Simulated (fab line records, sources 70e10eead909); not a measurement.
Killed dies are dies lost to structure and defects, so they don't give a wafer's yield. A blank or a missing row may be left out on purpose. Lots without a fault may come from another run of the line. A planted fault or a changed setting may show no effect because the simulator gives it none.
fab line records | flow nand_harc
record lots=6 wafers=18 last_day=25
route steps=1159 shown A_M1@1038 END@1159
lots that met no fault: from a run of the same line without faults
start_h: hours from the record's first day to the start of the lot's first wafer shown | wait_h: hours since the lot's step before | " the same as in the row above | L1.1+2: a row that stands for several wafers | - no value, or no start given | * or withheld: withheld | < > ~ a bound
route shown NAME@n: a module of which the file shows steps, and the number in the route of the first | usual: mean/standard deviation of fault-free wafers | same: alike in all rows | chamber/n: place in a boat | sites: the reading at each site | _std_site: their standard deviation | _edge_site: outer sites' mean less inner sites' | radius_mm: how far each site lies from the wafer's centre | mask NAME#n: copy n | behind: the tool/chamber that last shaped the wafer | hold: why the lot was held/for how many hours/how that ended | device: the transistor (n, p or np) that didn't switch | end of line: the same wafers' tests at the end of the route | a step without rows: its recipe alone | killed: dies lost to structure and defects at the first sort, not the wafer's yield | map: a wafer's dies, x killed, . not, _ none there
set.NAME: the setting as run; set.NAME@STEP: as run at that earlier step | model.NAME: the simulator's own value behind a step, which no gauge read
lots at some steps of the route; a table a step, a row a wafer
services: from which hour (start_h, from the record's first day; less than 0 if before it) a tool's chamber was out of use, for how many hours, and why
## steps
# step NHARC_A_M1_INSPECT_11
# usual raw_defect_count=30/14
# columns lot.wafer tool chamber start_h wait_h raw_defect_count
L659.1 defect_inspect-01 - 404.54 0.1 15
L659.2 " - " " 15
L659.5 " - " " 12
L661.1 defect_inspect-02 - 425.68 0.0 38
L661.4 " - " " 44
L661.6 " - " " 32
L669.2 defect_inspect-02 - 470.71 0.0 36
L669.3 " - " " 34
L669.6 " - " " 38
L671.2 defect_inspect-01 - 499.52 0.0 23
L671.3 " - " " 35
L671.6 " - " " 39
L676.1 defect_inspect-01 - 532.49 0.0 17
L676.2 " - " " 23
L676.3 " - " " 14
L678.1 defect_inspect-02 - 545.70 0.0 50
L678.2 " - " " 45
L678.6 " - " " 43
# step NHARC_A_M1_DESCUM_14
# recipe time_s=3 o2_flow_sccm=200 ar_flow_sccm=0 bias_power_w=0 chemistry=O2
# step NHARC_A_M1_ETCH_35
# recipe target_depth_a=400 overetch_a=120 time_s=43.94 ion_energy_ev=200 n2_flow_sccm=150 h2_flow_sccm=150 ar_flow_sccm=0 rf_w=400 bias_w=150 chemistry=N2/H2
# step NHARC_A_M1_ETCH_15
# recipe target_depth_a=1825 time_s=91.2 c4f8_flow_sccm=withheld ar_flow_sccm=400 rf_w=600 bias_w=300 chemistry=C4F8/Ar
# usual oes_product_au=0.959/0.018 rf_vpp_V=441.6/2.1
# columns lot.wafer tool chamber start_h wait_h oes_product_au rf_hours_counter_h rf_vpp_V
L659.2 rie_diel-11 1 - - 0.971 2 437.4
L659.1 " 3 " " 0.956 2 442.4
L659.5 " 1 " " 0.982 - 438.6
L661.1 rie_diel-11 3 - - 0.940 3 442.0
L661.4 " 0 " " 0.955 3 440.8
L661.6 " 2 " " 0.953 - 445.0
L669.3 rie_diel-03 2 - - 0.976 4 442.8
L669.2 " 1 " " 0.967 4 442.6
L669.6 " 3 " " 0.980 - 445.1
L671.2 rie_diel-02 3 - - 0.960 3 438.0
L671.3 " 0 " " 0.987 3 440.5
L671.6 " 2 " " 0.966 - 443.4
L676.2 rie_diel-03 2 - - 0.957 8 442.6
L676.3 " 3 " " 0.960 10 446.5
L676.1 " 0 " " 0.969 10 440.6
L678.1 rie_diel-02 2 - - 0.950 1 442.7
L678.2 " 0 " " 0.934 1 440.1
L678.6 " 1 " " 0.944 - 440.8
# step NHARC_A_M1_CD_MEAS_16
# usual cd_nm=119.8/0.72
# columns lot.wafer tool chamber start_h wait_h cd_nm
L659.1 cd_sem-03 - 404.91 - 121.2
L659.2 " - " " 121.0
L659.5 " - " " 120.6
L661.1 cd_sem-03 - 426.04 - 119.2
L661.4 " - " " 119.5
L661.6 " - " " 119.8
L669.2 cd_sem-01 - 471.08 - 119.6
L669.3 " - " " 120.3
L669.6 " - " " 120.4
L671.2 cd_sem-03 - 499.89 - 118.3
L671.3 " - " " 118.5
L671.6 " - " " 118.8
L676.1 cd_sem-03 - 532.86 - 119.6
L676.2 " - " " 119.1
L676.3 " - " " 119.7
L678.1 cd_sem-02 - 546.06 - 120.1
L678.2 " - " " 119.8
L678.6 " - " " 119.6
# step NHARC_A_M1_STRIP_18
# recipe power_w=1000 n2_flow_sccm=150 h2_flow_sccm=150 ar_flow_sccm=0 bias_w=0 chemistry=N2/H2
# step NHARC_A_M1_ETCH_28
# recipe target_depth_a=300 over_etch_frac=0.3 time_s=72.99 ion_energy_ev=150 cf4_flow_sccm=50 n2_flow_sccm=100 ar_flow_sccm=150 rf_w=300 bias_w=100 chemistry=CF4/N2
# step NHARC_A_M1_STRIP_19
# recipe time_s=600 temp_c=30 chemistry=post_etch_residue_remover
# step NHARC_A_M1_DEGAS_29
# recipe temp_c=250 time_s=60
# usual heater_power_w=336/31
# columns lot.wafer tool chamber start_h wait_h heater_power_w
L659.2 pvd_sputter-02 - 405.63 - 346
L659.1 " - " " 332
L659.5 " - " " 393
L661.4 pvd_sputter-01 - 426.77 - 371
L661.1 " - " " 316
L661.6 " - " " 343
L669.3 pvd_sputter-01 - 471.80 - 375
L669.2 " - " " 320
L669.6 " - " " 316
L671.2 pvd_sputter-01 - 500.61 - 291
L671.3 " - " " 376
L671.6 " - " " 380
L676.1 pvd_sputter-02 - 533.59 - 350
L676.2 " - " " 306
L676.3 " - " " 311
L678.2 pvd_sputter-02 - 546.78 - 305
L678.1 " - " " 355
L678.6 " - " " 386
# step NHARC_A_M1_PRE_CLEAN_30
# recipe time_s=30 temp_c=280 gas=H2/He
# usual heater_power_w=411/38
# columns lot.wafer tool chamber start_h wait_h heater_power_w
L659.1 pvd_sputter-02 - - - 370
L659.2 " - " " 389
L659.5 " - " " 471
L661.1 pvd_sputter-01 - - - 358
L661.4 " - " " 381
L661.6 " - " " 370
L669.2 pvd_sputter-01 - - - 351
L669.3 " - " " 382
L669.6 " - " " 461
L671.3 pvd_sputter-01 - - - 463
L671.2 " - " " 380
L671.6 " - " " 385
L676.3 pvd_sputter-02 - - - 365
L676.1 " - " " 475
L676.2 " - " " 429
L678.1 pvd_sputter-02 - - - 367
L678.2 " - " " 395
L678.6 " - " " 369
# step NHARC_A_M1_PVD_20
# recipe target_thk_a=50 bias_v=168.6 power_w=15000 chamber_pressure_pa=0.12 time_s=8.06 substrate_temp_c=50 material=TaN
# usual throttle_valve_pct=30.1/1.2
# columns lot.wafer tool chamber start_h wait_h throttle_valve_pct
L659.1 pvd_sputter-02 - - - 30.2
L659.2 " - " " 30.6
L659.5 " - " " 31.1
L661.4 pvd_sputter-01 - - - 29.9
L661.1 " - " " 30.1
L661.6 " - " " 28.8
L669.3 pvd_sputter-01 - - - 30.0
L669.2 " - " " 28.8
L669.6 " - " " 30.1
L671.2 pvd_sputter-01 - - - 28.9
L671.3 " - " " 30.5
L671.6 " - " " 28.7
L676.1 pvd_sputter-02 - - - 30.3
L676.3 " - " " 30.4
L676.2 " - " " 31.1
L678.2 pvd_sputter-02 - - - 28.9
L678.1 " - " " 31.3
L678.6 " - " " 29.1
# step NHARC_A_M1_PVD_21
# recipe target_thk_a=300 chamber_pressure_pa=5 power_w=5000 substrate_temp_c=30 time_s=20.49 material=Cu
# usual throttle_valve_pct=30.1/1.1
# columns lot.wafer tool chamber start_h wait_h throttle_valve_pct
L659.1 pvd_sputter-02 - - - 28.9
L659.2 " - " " 31.3
L659.5 " - " " 28.6
L661.4 pvd_sputter-01 - - - 31.9
L661.1 " - " " 30.1
L661.6 " - " " 31.9
L669.3 pvd_sputter-01 - - - 32.2
L669.2 " - " " 28.9
L669.6 " - " " 32.3
L671.2 pvd_sputter-01 - - - 30.4
L671.3 " - " " 28.8
L671.6 " - " " 29.9
L676.2 pvd_sputter-02 - - - 28.8
L676.3 " - " " 31.2
L676.1 " - " " 30.5
L678.1 pvd_sputter-02 - - - 29.1
L678.2 " - " " 30.9
L678.6 " - " " 30.1
# step NHARC_A_M1_ECD_22
# recipe target_thk_a=4000 bath_temp_c=25 material=Cu
# columns lot.wafer tool chamber start_h wait_h
L659.1+2+5 ecd_cu-01 1,0,0 405.99 -
L661.1+4+6 ecd_cu-02 1,0,0 427.11 -
L669.2+3+6 ecd_cu-02 0 472.21 -
L671.2+3+6 ecd_cu-02 0,1,1 501.02 -
L676.2+1+3 ecd_cu-01 1,0,0 533.97 -
L678.1+2+6 ecd_cu-01 0,1,1 547.16 -
# step NHARC_A_M1_ANNEAL_31
# recipe temp_c=225 time_s=90
# step NHARC_A_M1_CMP_23
# recipe t_overpolish_s=20 target_thk_nm=154.34
# usual motor_current_A=12.2/1.3 time_to_endpoint_s=29.6/2
# columns lot.wafer tool chamber start_h wait_h motor_current_A time_to_endpoint_s
L659.2 cmp-01 2 406.73 - 13.9 28.7
L659.1 " 0 " " 13.8 30.9
L659.5 " 2 " " 12.7 28.8
L661.1 cmp-04 0 427.90 - 12.3 32.0
L661.4 " 1 " " 13.6 34.1
L661.6 " 0 " " 12.4 33.6
L669.2 cmp-04 3 472.94 - 10.6 13.1
L669.3 " 0 " " 12.1 12.9
L669.6 " 1 " " 13.7 10.8
L671.3 cmp-02 3 501.72 - 11.3 29.3
L671.2 " 1 " " 13.1 14.0
L671.6 " 3 " " 11.3 32.1
L676.3 cmp-02 0 534.72 - 14.2 29.8
L676.2 " 1 " " 13.4 28.3
L676.1 " 2 " " 12.4 30.5
L678.1 cmp-01 2 547.89 - 12.7 30.8
L678.2 " 3 " " 10.8 29.1
L678.6 " 2 " " 13.0 33.3
# step NHARC_A_M1_THK_MEAS_24
# recipe thk_meas_gauge=xrf
# usual thk_nm=154.2/1.3
# columns lot.wafer tool chamber start_h wait_h thk_nm
L659.1 film_metro-01 - 407.05 - 155.4
L659.2 " - " " 155.3
L659.5 " - " " 153.9
L661.1 film_metro-02 - 428.18 - 156.2
L661.4 " - " " 152.6
L661.6 " - " " 155.5
L669.2 film_metro-01 - 473.20 - 153.6
L669.3 " - " " 154.0
L669.6 " - " " 154.7
L671.2 film_metro-02 - 502.01 - 154.6
L671.3 " - " " 154.4
L671.6 " - " " 154.4
L676.1 film_metro-01 - 535.01 - 155.7
L676.2 " - " " 155.0
L676.3 " - " " 155.1
L678.1 film_metro-02 - 548.20 - 153.7
L678.2 " - " " 153.4
L678.6 " - " " 155.3
# step NHARC_END_SORT_01
# recipe temp_c=25
# usual defect_limited_yield=95.6/1.7 killed_at_array=27/11 killed_at_other=0.7/0.93 killed_at_periphery=2.9/1.9 killed_dies=30/11 killed_open=3.1/1.7 killed_short=1.9/1.3 sort_bin_2_pct=1.4/0.68 sort_bin_3_pct=0.28/0.25 sort_bin_4_pct=2.8/1.1 sort_n_pass=647/11 sort_rim_yield_pct=95.4/2.7 sort_yield_pct=95.6/1.7
# same gross_dies=677 sort_bin_5_pct[%]=0 sort_bin_6_pct[%]=0 sort_bin_7_pct[%]=0 sort_bin_8_pct[%]=0 sort_rim_n_gross=106.00
# columns lot.wafer tool chamber start_h wait_h defect_limited_yield[%] killed_at_array killed_at_other killed_at_periphery killed_dies killed_open killed_short sort_bin_2_pct[%] sort_bin_3_pct[%] sort_bin_4_pct[%] sort_n_pass sort_rim_yield_pct[%] sort_yield_pct[%]
L669.2 prober-01 0 507.29 2.8 94.2 34 1 4 39 2 1 2.2 0.59 3.0 638 97.2 94.2
L669.3 prober-01 0 508.08 3.1 94.8 27 0 8 35 2 0 1.0 0.15 4.0 642 98.1 94.8
L669.6 prober-01 0 510.44 3.9 94.4 34 1 3 38 5 1 1.2 0.74 3.7 639 88.7 94.4
# killed by level:class
L669.2 A_SLIT:chamber_film_flake=16 A_CONTACT:chamber_film_flake=7 A_STAIRCASE:chamber_film_flake=4 P_M1:chamber_film_flake=3 A_ZERO_WELL:chamber_film_flake=2 A_CHANNEL_HOLE_D1:chamber_film_flake=2 A_CHANNEL_FILL_D1:geometric_particle:open=1 A_WL_FILL:geometric_particle:open=1
L669.3 A_SLIT:chamber_film_flake=11 A_CHANNEL_HOLE_D1:chamber_film_flake=7 P_M1:chamber_film_flake=5 A_STAIRCASE:chamber_film_flake=4 A_CONTACT:chamber_film_flake=2 P_CONTACT:geometric_particle:open=1 P_GATE:chamber_film_flake=1 A_BLC:geometric_particle:open=1
L669.6 A_SLIT:chamber_film_flake=16 A_CONTACT:chamber_film_flake=5 A_STAIRCASE:chamber_film_flake=4 A_BLC:geometric_particle:open=3 P_M1:chamber_film_flake=2 A_CHANNEL_HOLE_D1:chamber_film_flake=2 P_M0:geometric_particle:open=1 A_SLIT:geometric_particle:short=1
## services
# columns tool chamber start_h hours kind
rie_diel-03 - 392.30 9.0 pm
pvd_sputter-02 - 393.13 10.0 pm
cmp-04 - 399.16 4.0 pm
cmp-04 - 405.70 1.8 repair
cmp-02 - 422.51 4.0 pm
pvd_sputter-01 - 441.71 2.4 repair
ecd_cu-01 - 449.65 8.0 pm
cmp-02 - 468.89 2.2 repair
cmp-01 - 473.50 4.0 pm
rie_diel-11 2 474.17 2.4 repair
cmp-02 - 481.27 1.8 repair
rie_diel-11 1 494.93 3.2 repair
cmp-04 - 497.16 4.0 pm
rie_diel-02 - 504.70 9.0 pm
rie_diel-11 - 511.81 0.2 repair
pvd_sputter-01 - 514.00 10.0 pm
rie_diel-03 2 516.17 1.5 repair
cmp-02 - 520.51 4.0 pm
cmp-01 - 527.56 10.9 repair
rie_diel-02 2 529.06 3.7 repair
ecd_cu-02 - 532.00 8.0 pm
rie_diel-11 1 539.57 2.2 repair
rie_diel-11 - 543.74 9.0 pm
cmp-02 - 546.48 0.8 repair
## key
first_sign step=NHARC_A_M1_CMP_23 reading=time_to_endpoint_s direction=down sigmas=8.3 usual=* struck=*
effect none on later readings
met_at NHARC_A_M1_ECD_22
struck_wafers L669.2,L669.3,L669.6,L671.2
onset_between 427.11 472.21
fault kind=process_parameter_drift tool=ecd_cu-02 chamber=0 onset_h=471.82 steps=NHARC_A_M1_ECD_22 channel=target_thk_a offset=* shape=step end_h=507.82 acts_in=* stated=*
